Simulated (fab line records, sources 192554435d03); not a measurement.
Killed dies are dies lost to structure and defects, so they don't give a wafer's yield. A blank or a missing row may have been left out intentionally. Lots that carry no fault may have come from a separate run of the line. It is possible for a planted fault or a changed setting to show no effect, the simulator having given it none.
fab line records	flow n5-finfet
record lots=13	wafers=35	last-day=18
route steps=1938 shown ZERO_LAYER@16 WELL_APT@30 PASSIVATION@1936
lots with no fault: from the same line, run without faults
start-h: the number of hours between the record's first day and the start of the first shown wafer of the lot	wait-h: hours from the lot's prior step to this one	" as in the row above	L1.1+2: one row covering several wafers at once	- either no value or no given start	* or withheld: withheld	< > ~ a bound
route shown NAME@n: names a module that has steps shown in the file, with the first one's number in the route	usual: the fault-free wafers' mean and standard deviation	same: alike in all rows	chamber/n: place in a boat	sites: readings site by site	_std_site: standard deviation of those values	_edge_site: the outer-site mean with the inner-site mean subtracted	radius-mm: for every site, how far away it sits from the centre of the wafer	mask NAME#n: copy n	behind: the last tool/chamber to shape the wafer	hold: why the lot went on hold/how many hours it stayed there/how the hold came to an end	device: the n, p or np transistor that did not switch	end of line: at the end of the route, the tests of the same wafers	for a step that has no rows: nothing shown but its recipe	killed: at the first sort, the dies lost to defects and structure; wafer yield is something else	map: per-die view of a wafer (x killed, . not killed, _ where there is no die)
set.NAME: the setting as run; set.NAME@STEP: as run at that earlier step	model.NAME: the simulator's own value behind a step, which no gauge read
the route's steps for a sample of lots (tables are steps, rows are wafers)
services: from which hour (start-h, from the record's first day; less than 0 if before it) a tool's chamber was out of use, for how many hours, and why
## steps
# step N5_ZERO_LAYER_ETCH_18
# recipe chemistry=HBr/Cl2	target=Si	target-depth-a=1200	time-s=40	pressure-mtorr=10	icp-w=800	bias-w=75	HBr_flow_sccm=150	Cl2_flow_sccm=80
# usual drypump-motor-current-A=5.8/0.33	oes-product-au=0.997/0.013	throttle-valve-pct=36.3/0.37
lot.wafer	tool	chamber	start-h	wait-h	drypump-motor-current-A	oes-product-au	rf-hours-counter-h	throttle-valve-pct
L811.2	rie-si-01	2	12.92	0.0	5.6	0.981	4	36.3
L811.5	"	0	"	"	5.5	0.996	-	36.4
L813.2	rie-si-04	3	24.93	0.0	5.6	0.999	95	36.2
L813.5	"	1	"	"	5.8	0.991	-	35.9
L813.6	"	2	"	"	5.7	1.001	-	36.7
L815.1	rie-si-04	1	36.98	0.0	5.8	0.990	205	36.0
L815.6	"	0	"	"	5.6	0.989	-	35.8
L817.3	rie-si-01	3	48.96	0.0	6.2	1.017	75	37.2
L817.4	"	2	"	"	5.6	0.980	5	36.3
L817.5	"	0	"	"	5.5	0.990	-	36.3
L821.1	rie-si-04	2	73.13	0.0	5.7	1.009	92	36.7
L821.2	"	1	"	"	5.8	1.018	0	36.2
L821.3	"	3	"	"	5.6	0.991	96	36.2
L822.1	rie-si-01	0	78.91	0.0	5.5	0.992	86	36.4
L822.3	"	1	"	"	6.0	1.006	78	36.2
L822.4	"	3	"	"	6.2	1.011	76	37.2
L823.1	rie-si-04	1	85.01	0.0	5.8	1.006	0	36.2
L823.3	"	0	"	"	5.6	0.997	8	35.9
L823.5	"	2	"	"	5.7	1.001	-	36.7
L824.3	rie-si-04	0	90.91	0.0	5.6	0.988	8	35.9
L824.4	"	3	"	"	5.6	0.976	96	36.2
L825.1	rie-si-01	2	96.91	0.0	5.6	0.983	6	36.3
L825.2	"	1	"	"	5.9	1.008	78	36.2
L825.5	"	3	"	"	6.2	1.011	-	37.2
L826.1	rie-si-04	2	102.79	0.0	5.7	1.004	93	36.7
L826.4	"	0	"	"	5.6	0.975	-	35.9
L826.6	"	1	"	"	5.8	1.013	-	36.2
L827.2	rie-si-04	2	108.91	0.0	5.7	0.992	93	36.7
L827.3	"	1	"	"	5.8	1.019	1	36.2
L833.1	rie-si-01	0	144.79	0.0	5.5	0.990	87	36.3
L833.2	"	1	"	"	6.0	1.004	79	36.2
L833.6	"	1	"	"	5.9	1.005	-	36.2
L834.1	rie-si-01	3	150.80	0.0	6.2	1.012	77	37.2
L834.3	"	2	"	"	5.6	0.973	7	36.3
L834.5	"	3	"	"	6.2	1.012	-	37.2
# step N5_ZERO_LAYER_STRIP_24
# recipe chemistry=O2	power-w=1000	temp-c=250	overash-fraction=0.3	pressure-mtorr=1000	o2-flow-sccm=6750
# usual drypump-motor-current-A=5.60/0.25	heater-power-w=358/33	o2-flow-sccm=6749/19	oes-product-au=0.646/0.0044	strip-time-to-endpoint-s=43.88/0.088
lot.wafer	tool	chamber	start-h	wait-h	drypump-motor-current-A	heater-power-w	o2-flow-sccm	oes-product-au	rf-hours-counter-h	strip-time-to-endpoint-s
L811.2	plasma-asher-02	0	13.03	0.1	5.21	307	6790	0.647	79	43.84
L811.5	"	0	"	"	5.21	314	6804	0.640	-	43.78
L813.2	plasma-asher-01	0	25.04	0.1	5.86	379	6753	0.649	26	43.76
L813.5	"	0	"	"	5.85	381	6757	0.645	-	43.88
L813.6	"	1	"	"	5.53	397	6744	0.650	-	43.82
L815.1	plasma-asher-01	1	37.08	0.1	5.52	383	6746	0.651	28	43.86
L815.6	"	0	"	"	5.86	374	6748	0.651	-	43.85
L817.3	plasma-asher-01	0	49.08	0.1	5.88	372	6754	0.640	-	43.95
L817.4	"	1	"	"	5.55	385	6714	0.641	-	43.93
L817.5	"	0	"	"	5.86	375	6769	0.647	-	43.79
L821.1	plasma-asher-02	0	73.23	0.1	5.21	307	6713	0.646	90	43.84
L821.2	"	1	"	"	5.79	367	6763	0.648	90	43.83
L821.3	"	0	"	"	5.23	306	6745	0.641	-	43.84
L822.1	plasma-asher-02	1	79.02	0.1	5.80	365	6736	0.653	92	43.81
L822.3	"	1	"	"	5.79	367	6769	0.644	-	43.79
L822.4	"	0	"	"	5.20	302	6751	0.643	-	43.85
L823.1	plasma-asher-01	1	85.11	0.1	5.53	390	6772	0.645	38	43.93
L823.3	"	1	"	"	5.56	384	6771	0.651	-	43.89
L823.5	"	1	"	"	5.55	393	6765	0.649	-	43.90
L824.3	plasma-asher-01	0	91.04	0.1	5.86	368	6723	0.641	-	43.94
L824.4	"	1	"	"	5.57	387	6720	0.645	-	44.47
L825.1	plasma-asher-01	1	97.06	0.1	5.53	396	6719	0.645	40	43.95
L825.2	"	0	"	"	5.84	360	6746	0.637	40	43.77
L825.5	"	0	"	"	5.84	372	6769	0.643	-	43.77
L826.1	plasma-asher-01	0	102.89	0.1	5.82	369	6708	0.647	41	43.84
L826.4	"	0	"	"	5.83	379	6723	0.646	-	44.23
L826.6	"	0	"	"	5.82	373	6732	0.638	-	43.92
L827.2	plasma-asher-01	1	109.02	0.1	5.53	396	6757	0.650	43	44.44
L827.3	"	1	"	"	5.55	399	6757	0.646	-	43.84
L833.1	plasma-asher-01	0	144.89	0.1	5.84	358	6745	0.649	50	43.88
L833.2	"	1	"	"	5.54	395	6786	0.645	50	43.96
L833.6	"	1	"	"	5.55	396	6759	0.644	-	43.94
L834.1	plasma-asher-01	0	150.90	0.1	5.84	364	6743	0.656	50	43.95
L834.3	"	1	"	"	5.54	389	6745	0.639	-	43.86
L834.5	"	1	"	"	5.55	404	6749	0.641	-	43.88
# step N5_WELL_APT_INSPECT_10
# recipe mode=adi	inspect-instrument=macro
# usual raw-defect-count=2.1/1.5
lot.wafer	tool	chamber	start-h	wait-h	raw-defect-count
L811.2	defect-inspect-02	-	13.87	0.0	0
L811.5	"	-	"	"	2
L813.2	defect-inspect-02	-	25.88	0.0	2
L813.5	"	-	"	"	3
L813.6	"	-	"	"	1
L815.1	defect-inspect-01	-	37.81	0.0	3
L815.6	"	-	"	"	0
L817.3	defect-inspect-01	-	49.92	0.0	1
L817.4	"	-	"	"	3
L817.5	"	-	"	"	1
L821.1	defect-inspect-01	-	74.07	0.0	2
L821.2	"	-	"	"	3
L821.3	"	-	"	"	5
L822.1	defect-inspect-02	-	79.74	0.0	4
L822.3	"	-	"	"	2
L822.4	"	-	"	"	0
L823.1	defect-inspect-02	-	85.83	0.0	4
L823.3	"	-	"	"	1
L823.5	"	-	"	"	0
L824.3	defect-inspect-02	-	92.11	0.0	3
L824.4	"	-	"	"	4
L825.1	defect-inspect-01	-	98.15	0.0	0
L825.2	"	-	"	"	1
L825.5	"	-	"	"	1
L826.1	defect-inspect-01	-	103.77	0.0	2
L826.4	"	-	"	"	3
L826.6	"	-	"	"	1
L827.2	defect-inspect-02	-	109.73	0.0	1
L827.3	"	-	"	"	4
L833.1	defect-inspect-01	-	145.61	0.0	0
L833.2	"	-	"	"	1
L833.6	"	-	"	"	3
L834.1	defect-inspect-01	-	151.90	0.0	0
L834.3	"	-	"	"	0
L834.5	"	-	"	"	3
# step N5_WELL_APT_EPI_41
# recipe material=Si	target-thk-a=500	temp-c=650	precursor=SiH4/H2	pressure-torr=20	time-s=297.7
# usual throttle-valve-pct=11.23/0.19
lot.wafer	tool	chamber	start-h	wait-h	throttle-valve-pct
L811.2	epi-rpcvd-03	0	16.54	0.1	11.01
L811.5	"	0	"	"	10.98
L813.2	epi-rpcvd-02	0	28.63	0.1	11.16
L813.5	"	0	"	"	11.29
L813.6	"	0	"	"	11.34
L815.1	epi-rpcvd-04	0	40.47	0.0	11.28
L815.6	"	0	"	"	11.31
L817.3	epi-rpcvd-03	0	52.91	0.2	10.92
L817.4	"	0	"	"	11.10
L817.5	"	0	"	"	11.19
L821.1	epi-rpcvd-02	0	76.28	0.0	11.49
L821.2	"	0	"	"	11.47
L821.3	"	0	"	"	11.45
L822.1	epi-rpcvd-03	0	82.68	0.0	11.26
L822.3	"	0	"	"	11.00
L822.4	"	0	"	"	11.15
L823.1	epi-rpcvd-04	0	88.19	0.0	11.04
L823.3	"	0	"	"	11.26
L823.5	"	0	"	"	11.15
L824.3	epi-rpcvd-03	0	97.39	0.2	10.72
L824.4	"	0	"	"	10.95
L825.1	epi-rpcvd-04	0	100.49	0.0	11.45
L825.2	"	0	"	"	11.14
L825.5	"	0	"	"	11.15
L826.1	epi-rpcvd-04	0	106.07	0.0	11.08
L826.4	"	0	"	"	11.26
L826.6	"	0	"	"	11.19
L827.2	epi-rpcvd-04	0	112.31	0.1	11.52
L827.3	"	0	"	"	11.31
L833.1	epi-rpcvd-02	0	149.06	0.0	11.32
L833.2	"	0	"	"	11.18
L833.6	"	0	"	"	11.15
L834.1	epi-rpcvd-04	0	154.21	0.0	11.29
L834.3	"	0	"	"	11.32
L834.5	"	0	"	"	11.47
# step N5_WELL_APT_INSPECT_38
# recipe inspect-instrument=darkfield	mode=post-epi
# usual raw-defect-count=14/4.7
lot.wafer	tool	chamber	start-h	wait-h	raw-defect-count
L811.2	defect-inspect-01	-	17.08	0.4	8
L811.5	"	-	"	"	11
L813.2	defect-inspect-02	-	29.17	0.4	19
L813.5	"	-	"	"	7
L813.6	"	-	"	"	11
L815.1	defect-inspect-02	-	41.11	0.5	18
L815.6	"	-	"	"	24
L817.3	defect-inspect-02	-	53.35	0.3	12
L817.4	"	-	"	"	14
L817.5	"	-	"	"	9
L821.1	defect-inspect-02	-	76.91	0.5	6
L821.2	"	-	"	"	8
L821.3	"	-	"	"	17
L822.1	defect-inspect-02	-	83.31	0.5	9
L822.3	"	-	"	"	7
L822.4	"	-	"	"	13
L823.1	defect-inspect-02	-	88.82	0.5	14
L823.3	"	-	"	"	13
L823.5	"	-	"	"	9
L824.3	defect-inspect-02	-	97.83	0.3	19
L824.4	"	-	"	"	24
L825.1	defect-inspect-01	-	101.12	0.5	14
L825.2	"	-	"	"	15
L825.5	"	-	"	"	13
L826.1	defect-inspect-01	-	106.71	0.5	14
L826.4	"	-	"	"	12
L826.6	"	-	"	"	12
L827.2	defect-inspect-01	-	112.84	0.4	13
L827.3	"	-	"	"	13
L833.1	defect-inspect-02	-	149.70	0.5	7
L833.2	"	-	"	"	11
L833.6	"	-	"	"	5
L834.1	defect-inspect-02	-	154.85	0.5	11
L834.3	"	-	"	"	12
L834.5	"	-	"	"	17
# step N5_PASSIVATION_PROBE_49
# usual killed_at_M0_to_M3=33/9.9	killed_at_M4_up=15/5.6	killed-at-contacts=13/5.7	killed-at-front-end=38/12	killed-at-other=4/3.1	killed-dies=103/17	killed-open=66/13	killed-short=32/7.8
# same gross-dies=1180	killed-at-back-side=0
lot.wafer	tool	chamber	start-h	wait-h	killed_at_M0_to_M3	killed_at_M4_up	killed-at-contacts	killed-at-front-end	killed-at-other	killed-dies	killed-open	killed-short
L823.1	prober-01	-	356.39	0.0	41	15	19	50	5	130	71	48
L823.3	prober-01	-	356.49	0.1	37	8	18	38	6	107	61	46
L823.5	prober-01	-	356.59	0.2	29	7	16	23	7	82	59	18
# killed by level:class
L823.1 FIN_SAQP:geometric-particle:short=16 MOL_CONTACT_COAG:geometric-particle:open=15 BEOL_M0_SAQP:geometric-particle:short=10 FIN_SAQP:geometric-particle:open=9 BEOL_M2:geometric-particle:open=8 BEOL_M4:geometric-particle:open=7 BEOL_M0_SAQP:geometric-particle:open=5 BEOL_M0:geometric-particle:open=5
L823.3 MOL_CONTACT_COAG:geometric-particle:open=11 GATE_CUT:geometric-particle:short=9 FIN_SAQP:geometric-particle:open=8 BEOL_M0_SAQP:geometric-particle:short=8 FIN_SAQP:geometric-particle:short=7 MOL_CONTACT_COAG:geometric-particle:short=7 BEOL_M1:geometric-particle:open=7 BEOL_M0_SAQP:geometric-particle:open=6
L823.5 MOL_CONTACT_COAG:geometric-particle:open=14 BEOL_M0:geometric-particle:open=7 BEOL_M1:geometric-particle:open=7 BEOL_M2:geometric-particle:open=5 FIN_SAQP:geometric-particle:open=4 DUMMY_GATE:geometric-particle:open=4 GATE_CUT:geometric-particle:short=4 PASS1_CAP:geometric-particle:open=3
## services
tool	chamber	start-h	hours	kind
rie-si-04	-	5.48	2.8	pm
rie-si-04	-	22.79	1.1	repair
epi-rpcvd-02	-	23.37	2.8	pm
plasma-asher-01	-	23.69	1.1	repair
epi-rpcvd-04	-	37.34	2.8	pm
rie-si-04	1	40.83	-	clean
rie-si-04	1	40.83	-	consumable-replace:focus-ring
rie-si-04	1	40.83	23.6	scheduled-down
rie-si-04	1	40.83	23.6	vent-cycle
rie-si-04	3	41.88	2.1	repair
epi-rpcvd-02	-	68.74	6.2	repair
rie-si-01	0	83.12	11.9	repair
rie-si-04	3	101.02	8.2	repair
## key
first-sign step=N5_ZERO_LAYER_STRIP_24	reading=strip-time-to-endpoint-s	direction=up	sigmas=5.6	usual=*	struck=*
effect none on later readings
met-at N5_ZERO_LAYER_ETCH_18
struck-lots L824,L826,L827
struck-wafers L824.4,L826.4,L827.2
tester-left-out L824,L826,L827
not-acting-at N5_WELL_APT_INSPECT_10,N5_WELL_APT_EPI_41,N5_WELL_APT_INSPECT_38
onset-between 85.01 90.91
fault kind=process-parameter-drift	tool=rie-si-04	chamber=-	onset-h=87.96	steps=N5_ZERO_LAYER_ETCH_18	channel=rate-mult	offset=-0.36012	shape=step	end-h=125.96	scope=struck-wafers-only
# tester-left-out: of these lots the tester's yield and bins aren't shown, on N5 and GAA mostly nor the transistor test; their killed dies are dies lost to structure and defects alone, not to doping, threshold or leakage, so they don't give the yield
